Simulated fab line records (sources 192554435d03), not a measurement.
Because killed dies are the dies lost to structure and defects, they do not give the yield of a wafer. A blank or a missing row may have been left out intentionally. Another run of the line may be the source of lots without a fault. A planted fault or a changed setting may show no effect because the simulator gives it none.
Lot-split experiment :: flow n5Finfet :: 21 wafers read from 7 lots, route of 1938 steps

THE SPLIT ITSELF
At N5_BEOL_M7_HM_DEP_02 (deposits TiN, target thk 20 nm), the setting targetThkA was moved away from the recipe's 200 angstrom on 7 of the 21 wafers read, by -9.6% to +8.5%. For the rest of the wafers, this setting stayed at what the recipe calls for.

FROM THE SPLIT TO THE READING: what the file shows between them, 8 steps
- N5_BEOL_M7_COAT_59: time 60 s, resist thk 100 nm
- N5_BEOL_M7_COAT_60: time 60 s, resist thk 35 nm
- N5_BEOL_M7_STRIP_68: strips in N2/H2
- N5_BEOL_M7_STRIP_67: strips in CF4
- N5_BEOL_M7_HM_OPEN_17: chemistry Cl2/BCl3, target TiN, target depth 20 nm, overetch 6 nm
- N5_BEOL_M7_STRIP_19: strips in O2
- N5_BEOL_M7_STRIP_76: strips in C4F6/O2
- N5_BEOL_M7_STRIP_36: strips in N2/H2

THE READING
TiN_of_BEOL_M7_HM_DEP_02.thkNm (the simulator's own value, which no gauge read), in nm, at N5_BEOL_M7_TRENCH_ETCH_37 (etches SiCOH lowk in C4F6/O2, target depth 93.478 nm, time 31.2 s). No usual value for it is given in the file. The 14 wafers here that ran the recipe average 17.3 nm, standard deviation 0.32 nm.

wafer: L081.1
tool, chamber at the split: pvdSputter-01, -
targetThkA as run, angstrom: 215.8
against the recipe: +7.9%
TiN_of_BEOL_M7_HM_DEP_02.thkNm, nm: 19.2
against lot-mates on the recipe: +1.6

wafer: L081.4
tool, chamber at the split: pvdSputter-01, -
targetThkA as run, angstrom: 215.8
against the recipe: +7.9%
TiN_of_BEOL_M7_HM_DEP_02.thkNm, nm: 19.2
against lot-mates on the recipe: +1.6

wafer: L081.3
tool, chamber at the split: pvdSputter-01, -
targetThkA as run, angstrom: 200
against the recipe: recipe
TiN_of_BEOL_M7_HM_DEP_02.thkNm, nm: 17.6
against lot-mates on the recipe: -

wafer: L080.2
tool, chamber at the split: pvdSputter-03, -
targetThkA as run, angstrom: 180.8
against the recipe: -9.6%
TiN_of_BEOL_M7_HM_DEP_02.thkNm, nm: 15
against lot-mates on the recipe: -2.3

wafer: L080.4
tool, chamber at the split: pvdSputter-03, -
targetThkA as run, angstrom: 200
against the recipe: recipe
TiN_of_BEOL_M7_HM_DEP_02.thkNm, nm: 17.4
against lot-mates on the recipe: -

wafer: L080.6
tool, chamber at the split: pvdSputter-03, -
targetThkA as run, angstrom: 200
against the recipe: recipe
TiN_of_BEOL_M7_HM_DEP_02.thkNm, nm: 17.2
against lot-mates on the recipe: -

wafer: L082.2
tool, chamber at the split: pvdSputter-03, -
targetThkA as run, angstrom: 200
against the recipe: recipe
TiN_of_BEOL_M7_HM_DEP_02.thkNm, nm: 16.8
against lot-mates on the recipe: -

wafer: L082.5
tool, chamber at the split: pvdSputter-03, -
targetThkA as run, angstrom: 200
against the recipe: recipe
TiN_of_BEOL_M7_HM_DEP_02.thkNm, nm: 16.8
against lot-mates on the recipe: -

wafer: L082.3
tool, chamber at the split: pvdSputter-03, -
targetThkA as run, angstrom: 200
against the recipe: recipe
TiN_of_BEOL_M7_HM_DEP_02.thkNm, nm: 17.4
against lot-mates on the recipe: -

wafer: L088.1
tool, chamber at the split: pvdSputter-03, -
targetThkA as run, angstrom: 200
against the recipe: recipe
TiN_of_BEOL_M7_HM_DEP_02.thkNm, nm: 17
against lot-mates on the recipe: -

wafer: L088.3
tool, chamber at the split: pvdSputter-03, -
targetThkA as run, angstrom: 200
against the recipe: recipe
TiN_of_BEOL_M7_HM_DEP_02.thkNm, nm: 17.4
against lot-mates on the recipe: -

wafer: L088.5
tool, chamber at the split: pvdSputter-03, -
targetThkA as run, angstrom: 200
against the recipe: recipe
TiN_of_BEOL_M7_HM_DEP_02.thkNm, nm: 17.6
against lot-mates on the recipe: -

wafer: L091.2
tool, chamber at the split: pvdSputter-03, -
targetThkA as run, angstrom: 188.3
against the recipe: -5.8%
TiN_of_BEOL_M7_HM_DEP_02.thkNm, nm: 15.6
against lot-mates on the recipe: -1.4

wafer: L091.3
tool, chamber at the split: pvdSputter-03, -
targetThkA as run, angstrom: 188.3
against the recipe: -5.8%
TiN_of_BEOL_M7_HM_DEP_02.thkNm, nm: 15.8
against lot-mates on the recipe: -1.2

wafer: L091.4
tool, chamber at the split: pvdSputter-03, -
targetThkA as run, angstrom: 200
against the recipe: recipe
TiN_of_BEOL_M7_HM_DEP_02.thkNm, nm: 17
against lot-mates on the recipe: -

wafer: L094.1
tool, chamber at the split: pvdSputter-01, -
targetThkA as run, angstrom: 217
against the recipe: +8.5%
TiN_of_BEOL_M7_HM_DEP_02.thkNm, nm: 18.8
against lot-mates on the recipe: +1.4

wafer: L094.3
tool, chamber at the split: pvdSputter-01, -
targetThkA as run, angstrom: 200
against the recipe: recipe
TiN_of_BEOL_M7_HM_DEP_02.thkNm, nm: 17.4
against lot-mates on the recipe: -

wafer: L094.5
tool, chamber at the split: pvdSputter-01, -
targetThkA as run, angstrom: 217
against the recipe: +8.5%
TiN_of_BEOL_M7_HM_DEP_02.thkNm, nm: 19
against lot-mates on the recipe: +1.6

wafer: L097.3
tool, chamber at the split: pvdSputter-01, -
targetThkA as run, angstrom: 200
against the recipe: recipe
TiN_of_BEOL_M7_HM_DEP_02.thkNm, nm: 17.6
against lot-mates on the recipe: -

wafer: L097.4
tool, chamber at the split: pvdSputter-01, -
targetThkA as run, angstrom: 200
against the recipe: recipe
TiN_of_BEOL_M7_HM_DEP_02.thkNm, nm: 17.8
against lot-mates on the recipe: -

wafer: L097.6
tool, chamber at the split: pvdSputter-01, -
targetThkA as run, angstrom: 200
against the recipe: recipe
TiN_of_BEOL_M7_HM_DEP_02.thkNm, nm: 17.8
against lot-mates on the recipe: -

FIT RESULTS
A straight line over all 21 wafers: TiN_of_BEOL_M7_HM_DEP_02.thkNm changes by +0.229 nm for each +1% of targetThkA; r = +0.96; the points scatter about the line by 0.32 nm.
The same after taking each lot's own level away (the mean of its wafers on the recipe; 21 wafers): +0.206 nm for each +1%; r = +0.98; scatter 0.19 nm.
According to that fit, moving targetThkA by its largest amount changes the reading by 2 nm.
The span of the lots' own levels, 17.00 to 17.73 nm, comes to 2.3 times the standard deviation stated above.
Thus the slope moves with the lot-to-lot level: the two fits are different.
Check: with one of the wafers moved furthest among these (-9.6%) left out of the fit, the line predicts -1.92 nm for it against its lot-mates. It came out at -2.3 nm against them.

FURTHER SPLITS ON THESE WAFERS
These wafers also went through other splits before the reading. Each is held against what the fit with the lots' levels taken away leaves over:
other split on the same wafers: N5_BEOL_M6_ETCH_66 biasW
wafers away from the commonest value: 4
r with TiN_of_BEOL_M7_HM_DEP_02.thkNm (lot level and that fit taken away): -0.17

other split on the same wafers: N5_BEOL_M6_TRENCH_ETCH_37 timeS
wafers away from the commonest value: 6
r with TiN_of_BEOL_M7_HM_DEP_02.thkNm (lot level and that fit taken away): +0.12

other split on the same wafers: N5_BEOL_M7_ILD_DEP_00 timeS
wafers away from the commonest value: 6
r with TiN_of_BEOL_M7_HM_DEP_02.thkNm (lot level and that fit taken away): +0.03

THE WHOLE CHAIN: every reading that the file lists as answering this split, in the file's order
step: N5_BEOL_M7_HM_DEP_02
what it does: deposits TiN, target thk 20 nm
reading: TiN_of_BEOL_M7_HM_DEP_02.thkNm (the simulator's own value, which no gauge read)
change (the file's fit): +0.203 nm for each +1% of the setting
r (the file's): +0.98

step: N5_BEOL_M7_HM_OPEN_17
what it does: chemistry Cl2/BCl3, target TiN, target depth 20 nm, overetch 6 nm
reading: etch.depthNm (the simulator's own value, which no gauge read)
change (the file's fit): +0.207 nm for each +1% of the setting
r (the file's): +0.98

step: N5_BEOL_M7_TRENCH_ETCH_37
what it does: etches SiCOH lowk in C4F6/O2, target depth 93.478 nm, time 31.2 s
reading: TiN_of_BEOL_M7_HM_DEP_02.thkNm (the simulator's own value, which no gauge read)
change (the file's fit): +0.211 nm for each +1% of the setting
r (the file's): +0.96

FILE'S OWN FIT
TiN_of_BEOL_M7_HM_DEP_02.thkNm changes by +0.211 nm for each +1% of targetThkA, r = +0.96.
